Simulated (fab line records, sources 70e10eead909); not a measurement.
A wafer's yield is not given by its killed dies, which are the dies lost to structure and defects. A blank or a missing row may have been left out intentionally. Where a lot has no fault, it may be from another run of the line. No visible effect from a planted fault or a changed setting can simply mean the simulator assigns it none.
Chamber matching / flow nand harc / NHARC_A_CONTACT_ALD_18 on ald metal-01 has 4 sister chambers
The step deposits TiN, target thk 3 nm, pulse time 1 s, ald cycles 150. 14 wafers are shown with their chamber, then 7 later ones without.

== WAFERS WITH THEIR CHAMBER ==
wafer=L078.1; chamber=2; heater power w (W)=985; precursor pulse height rel=0.986
wafer=L078.2; chamber=1; heater power w (W)=1152; precursor pulse height rel=0.943
wafer=L078.3; chamber=0; heater power w (W)=979; precursor pulse height rel=1.022
wafer=L078.4; chamber=3; heater power w (W)=1142; precursor pulse height rel=1.019
wafer=L078.5; chamber=3; heater power w (W)=1161; precursor pulse height rel=0.983
wafer=L078.6; chamber=2; heater power w (W)=1004; precursor pulse height rel=0.991
wafer=L079.1; chamber=1; heater power w (W)=1187; precursor pulse height rel=0.995
wafer=L079.4; chamber=0; heater power w (W)=980; precursor pulse height rel=1.016
wafer=L079.6; chamber=3; heater power w (W)=1185; precursor pulse height rel=1.005
wafer=L089.1; chamber=3; heater power w (W)=1166; precursor pulse height rel=0.973
wafer=L089.4; chamber=0; heater power w (W)=1016; precursor pulse height rel=0.981
wafer=L089.6; chamber=1; heater power w (W)=1221; precursor pulse height rel=1.002
wafer=L092.1; chamber=3; heater power w (W)=1196; precursor pulse height rel=1.006
wafer=L092.3; chamber=0; heater power w (W)=996; precursor pulse height rel=1.022

SIGNATURES, as means of the wafers listed above
reading=heater power w; chamber 0=992.75; chamber 1=1186.67; chamber 2=994.50; chamber 3=1170.00; scatter within a chamber=22.9
reading=precursor pulse height rel; chamber 0=1.01025; chamber 1=0.98000; chamber 2=0.98850; chamber 3=0.99720; scatter within a chamber=0.0216
Rule: for a wafer and a chamber, the distance is found by dividing, reading by reading, the gap between the wafer's reading and the chamber's mean by the reading's scatter, squaring, summing and taking the root. The wafer belongs to the nearest chamber; if the next one is less than 2 further off, it can't be placed. The scatter: take each reading less its chamber's mean, square it, sum over the shown wafers, divide by the number of wafers less the number of chambers, and take the root.

== WAFERS MISSING THEIR CHAMBER ==
wafer=L092.6; heater power w (W)=1224; precursor pulse height rel=1.008
wafer=L095.1; heater power w (W)=1202; precursor pulse height rel=1.044
wafer=L095.2; heater power w (W)=955; precursor pulse height rel=1.007
wafer=L095.3; heater power w (W)=999; precursor pulse height rel=1.007
wafer=L097.1; heater power w (W)=969; precursor pulse height rel=1.014
wafer=L097.4; heater power w (W)=1173; precursor pulse height rel=1.010
wafer=L097.5; heater power w (W)=1158; precursor pulse height rel=0.963

== WHICH CHAMBER EACH WENT THROUGH ==
wafer=L092.6; from the rows above=can't be placed: 1 or 3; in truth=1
wafer=L095.1; from the rows above=can't be placed: 3 or 1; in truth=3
wafer=L095.2; from the rows above=can't be placed: 0 or 2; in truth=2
wafer=L095.3; from the rows above=can't be placed: 0 or 2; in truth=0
wafer=L097.1; from the rows above=can't be placed: 0 or 2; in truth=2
wafer=L097.4; from the rows above=can't be placed: 3 or 1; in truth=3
wafer=L097.5; from the rows above=can't be placed: 1 or 3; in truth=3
Correctly placed: 0 of 7. Can't be placed from these rows: 7 (the true chamber is among the candidates in 7). Placed wrongly: 0.
